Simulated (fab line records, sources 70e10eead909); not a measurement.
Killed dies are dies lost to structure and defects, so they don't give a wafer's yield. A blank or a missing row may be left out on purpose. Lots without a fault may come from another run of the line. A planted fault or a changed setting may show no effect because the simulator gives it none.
Which tool did it? | flow nand_harc | 13 lots, 39 wafers sampled, at 5 steps of a route of 1302

WHAT THE GAUGES READ, wafer by wafer
NHARC_A_BONDPAD_CD_MEAS_09: target cd 500 nm. Usual: cd_nm 500.2 nm, standard deviation 1.7.
lot  | measured     | on        | cd_nm (nm)        | flag
L800 | day 23 19:03 | cd_sem-03 | 501.7 501.3 499.5 |
L798 | day 24 06:32 | cd_sem-03 | 503.8 502.2 503.2 |
L803 | day 24 22:38 | cd_sem-03 | 500.7 501.0 500.8 |
L804 | day 24 23:05 | cd_sem-03 | 499.6 502.4 497.6 |
L806 | day 26 01:15 | cd_sem-02 | 497.5 498.8 501.5 |
L813 | day 29 00:55 | cd_sem-03 | 499.7 498.9 501.0 |
L815 | day 29 15:49 | cd_sem-02 | 499.0 500.3 499.5 |
L816 | day 30 08:52 | cd_sem-01 | 500.7 500.0 498.6 |
L817 | day 30 15:49 | cd_sem-01 | 498.8 500.3 499.8 |
L818 | day 31 12:14 | cd_sem-01 | 502.1 501.7 503.0 |
L819 | day 31 14:05 | cd_sem-02 | 498.6 500.0 499.7 |
L820 | day 32 00:20 | cd_sem-02 | 500.0 499.8 500.4 |
L821 | day 32 14:32 | cd_sem-02 | 501.4 502.0 498.0 |

NHARC_END_SORT_01. Usual: defect_limited_yield 90.7 %, standard deviation 2.9; killed_at_array 58, standard deviation 20; killed_at_other 1.0, standard deviation 1.2; killed_at_periphery 4.1, standard deviation 3; killed_dies 63, standard deviation 20; killed_open 3.2, standard deviation 1.7; killed_short 2.5, standard deviation 1.5.
lot  | measured     | on        | defect_limited_yield (%) | killed_at_array | killed_at_other | killed_at_periphery | killed_dies | killed_open | killed_short | flag
L800 | day 25 03:39 | prober-02 | 97.0 95.3 96.9           | 17 30 18        | 1 1 1           | 2 1 2               | 20 32 21    | 2 4 4       | 4 4 2        |
L798 | day 25 15:17 | prober-02 | 91.4 89.5 90.0           | 56 67 65        | 1 2 0           | 1 2 3               | 58 71 68    | 1 4 0       | 3 1 1        |
L803 | day 26 09:28 | prober-01 | 83.6 87.7 86.3           | 102 79 82       | 1 2 4           | 8 2 7               | 111 83 93   | 4 2 5       | 2 2 2        |
L804 | day 26 05:01 | prober-02 | 95.3 95.4 95.7           | 29 28 21        | 2 1 1           | 1 2 7               | 32 31 29    | 1 4 9       | 4 4 2        |
L806 | day 27 08:33 | prober-01 | 87.6 87.9 87.4           | 82 76 84        | 0 0 0           | 2 6 1               | 84 82 85    | 6 5 1       | 4 5 3        |
L813 | day 30 04:41 | prober-02 | 0 0 0                    | 64 73 64        | 608 598 607     | 5 6 6               | 677 677 677 | 3 4 3       | 3 2 2        | OFF
L816 | day 31 15:04 | prober-02 | 89.1 89.2 91.1           | 72 70 57        | 1 0 0           | 1 3 3               | 74 73 60    | 4 4 3       | 1 7 3        |
L817 | day 32 00:02 | prober-01 | 86.3 89.5 87.9           | 89 67 77        | 0 3 2           | 4 1 3               | 93 71 82    | 5 1 5       | 4 4 2        |
L818 | day 33 00:26 | prober-02 | 87.1 86.9 87.1           | 75 82 78        | 4 1 3           | 8 6 6               | 87 89 87    | 1 4 2       | 3 2 0        |
L819 | day 33 00:31 | prober-01 | 89.7 91.6 92.0           | 64 52 48        | 2 0 3           | 4 5 3               | 70 57 54    | 4 4 4       | 2 4 1        |
L820 | day 33 08:15 | prober-02 | 90.4 88.9 91.3           | 61 69 57        | 1 0 1           | 3 6 1               | 65 75 59    | 3 4 4       | 2 0 4        |
L821 | day 33 19:42 | prober-02 | 92.8 93.4 93.2           | 46 41 44        | 0 2 2           | 3 2 0               | 49 45 46    | 2 3 2       | 1 0 5        |

WHICH TOOL RAN EACH LOT (tool, then ch and the chambers of the sampled wafers, then the start)
lot  | NHARC_A_BONDPAD_PRE_CLEAN_26            | NHARC_THIN_TSV_STRIP_45              | NHARC_THIN_TSV_ETCHBACK_48
L800 | pvd_sputter-02, day 24 12:10 or earlier | plasma_asher-01 ch 0,1, day 24 12:10 | rie_diel-13 ch 0,1,2, day 24 13:22
L798 | pvd_sputter-02, day 25 00:20 or earlier | plasma_asher-01 ch 0,1, day 25 00:20 | rie_diel-03 ch 1,2,3, day 25 01:35
L803 | pvd_sputter-03, day 25 16:29 or earlier | plasma_asher-01 ch 0,1, day 25 16:29 | rie_diel-03 ch 1,2,3, day 25 17:38
L804 | pvd_sputter-02, day 25 15:13 or earlier | plasma_asher-02 ch 0,1, day 25 15:13 | rie_diel-02 ch 1,2, day 25 16:26
L806 | pvd_sputter-03, day 26 17:20 or earlier | plasma_asher-01 ch 0,1, day 26 17:20 | rie_diel-13 ch 2,3, day 26 18:32
L813 | pvd_sputter-02, day 29 16:07 or earlier | plasma_asher-01 ch 0,1, day 29 16:07 | rie_diel-02 ch 0,2,3, day 29 17:19
L815 | pvd_sputter-01, day 30 08:47 or earlier | plasma_asher-02 ch 0,1, day 30 08:47 | rie_diel-13 ch 0,2,3, day 30 09:58
L816 | pvd_sputter-02, day 31 01:10 or earlier | plasma_asher-02 ch 0, day 31 01:10   | rie_diel-02 ch 2,3, day 31 02:22
L817 | pvd_sputter-02, day 31 07:37 or earlier | plasma_asher-01 ch 0,1, day 31 07:37 | rie_diel-03 ch 1,2, day 31 08:45
L818 | pvd_sputter-01, day 32 07:04 or earlier | plasma_asher-01 ch 0,1, day 32 07:04 | rie_diel-13 ch 0,2,3, day 32 08:16
L819 | pvd_sputter-03, day 32 13:17 or earlier | plasma_asher-01 ch 0,1, day 32 13:17 | rie_diel-13 ch 0,1,2, day 32 14:26
L820 | pvd_sputter-01, day 32 16:53 or earlier | plasma_asher-02 ch 0,1, day 32 16:53 | rie_diel-02 ch 1,2, day 32 18:02
L821 | pvd_sputter-02, day 33 05:20 or earlier | plasma_asher-02 ch 0,1, day 33 05:20 | rie_diel-03 ch 0,1,3, day 33 06:29
- NHARC_A_BONDPAD_PRE_CLEAN_26: time 30 s.
- NHARC_THIN_TSV_STRIP_45: strips in O2.
- NHARC_THIN_TSV_ETCHBACK_48: etches the open film in C4F8/Ar, target depth 1028.5 nm, time 405.17 s.

WHAT THE TOOLS THEMSELVES READ (means of the sampled wafers that have a number; where no wafer has one, the mark that the record gives instead)
NHARC_A_BONDPAD_PRE_CLEAN_26. Usual: heater_power_w 411 W, standard deviation 31.
lot  | tool           | heater_power_w (W) | flag
L800 | pvd_sputter-02 | 391                |
L798 | pvd_sputter-02 | 401                |
L803 | pvd_sputter-03 | 414                |
L804 | pvd_sputter-02 | 412                |
L806 | pvd_sputter-03 | 405                |
L813 | pvd_sputter-02 | 407                |
L815 | pvd_sputter-01 | 427                |
L816 | pvd_sputter-02 | 400                |
L817 | pvd_sputter-02 | 415                |
L818 | pvd_sputter-01 | 425                |
L819 | pvd_sputter-03 | 424                |
L820 | pvd_sputter-01 | 415                |
L821 | pvd_sputter-02 | 385                |

NHARC_THIN_TSV_STRIP_45. Usual: drypump_motor_current_A 5.6 A, standard deviation 0.45; heater_power_w 314 W, standard deviation 26.
lot  | tool            | drypump_motor_current_A (A) | heater_power_w (W) | flag
L800 | plasma_asher-01 | 5.3                         | 294                |
L798 | plasma_asher-01 | 5.3                         | 299                |
L803 | plasma_asher-01 | 5.4                         | 295                |
L804 | plasma_asher-02 | 6.2                         | 344                |
L806 | plasma_asher-01 | 5.4                         | 301                |
L813 | plasma_asher-01 | 5.4                         | 298                |
L815 | plasma_asher-02 | 6.1                         | 335                |
L816 | plasma_asher-02 | 6.1                         | 317                |
L817 | plasma_asher-01 | 5.3                         | 297                |
L818 | plasma_asher-01 | 5.3                         | 299                |
L819 | plasma_asher-01 | 5.3                         | 293                |
L820 | plasma_asher-02 | 6.2                         | 353                |
L821 | plasma_asher-02 | 6.1                         | 333                |

NHARC_THIN_TSV_ETCHBACK_48. Usual: bias_w 299.9 W, standard deviation 0.85; chamber_pressure_mTorr 25.002 mTorr, standard deviation 0.023; oes_product_au 0.937 a.u., standard deviation 0.029; rf_vpp_V 545.5 V, standard deviation 2.3.
lot  | tool        | bias_w (W) | chamber_pressure_mTorr (mTorr) | oes_product_au (a.u.) | rf_vpp_V (V) | flag
L800 | rie_diel-13 | 300.5      | 25.005                         | 0.920                 | 543.3        |
L798 | rie_diel-03 | 300.3      | 25.005                         | 0.931                 | 545.4        |
L803 | rie_diel-03 | 300.4      | 25.017                         | 0.926                 | 545.6        |
L804 | rie_diel-02 | 300.4      | 25.000                         | 0.996                 | 546.5        |
L806 | rie_diel-13 | 301.4      | 24.979                         | 0.920                 | 546.7        |
L813 | rie_diel-02 | -          | -                              | -                     | -            | OFF
L815 | rie_diel-13 | -          | -                              | -                     | -            | OFF
L816 | rie_diel-02 | 299.3      | 25.028                         | 0.934                 | 545.3        |
L817 | rie_diel-03 | 299.0      | 25.014                         | 0.931                 | 545.8        |
L818 | rie_diel-13 | 300.2      | 25.016                         | 0.928                 | 545.4        |
L819 | rie_diel-13 | 299.0      | 25.003                         | 0.917                 | 543.2        |
L820 | rie_diel-02 | 299.4      | 24.993                         | 0.975                 | 546.8        |
L821 | rie_diel-03 | 299.6      | 24.992                         | 0.923                 | 544.3        |

THE ANSWER, worked out from the rows above alone
Rule: a lot is off if the mean of its wafers that have a number lies more than 3 standard deviations from the usual mean. A lot without any number at a reading at which 4 lots or more have one is off too. The other lots that the step has rows for count as sound. The gauges are gone through in route order, then the tools' own readings, and for those a lot's mean is taken as printed above. The first step at which some lot is off is used, and at that step the reading that is off furthest; a lot without a number counts as furthest.
Off: L813, at NHARC_END_SORT_01 (killed_at_other). Neither off nor sound, because the step has no rows for them: L815.
A tool fits if, at a process step before that reading, it ran every lot that is off, and no sound lot after the first of them. The gauges at NHARC_END_SORT_01 aren't tried: what is off there is off at NHARC_THIN_TSV_ETCHBACK_48 too, on other tools, and a gauge's error can't cause that. NHARC_A_BONDPAD_PRE_CLEAN_26 gives no start for some lots, so the hours and the order of its lots are those of NHARC_THIN_TSV_STRIP_45. None of those tried fits.

WHAT THE SIMULATOR HAD PUT IN
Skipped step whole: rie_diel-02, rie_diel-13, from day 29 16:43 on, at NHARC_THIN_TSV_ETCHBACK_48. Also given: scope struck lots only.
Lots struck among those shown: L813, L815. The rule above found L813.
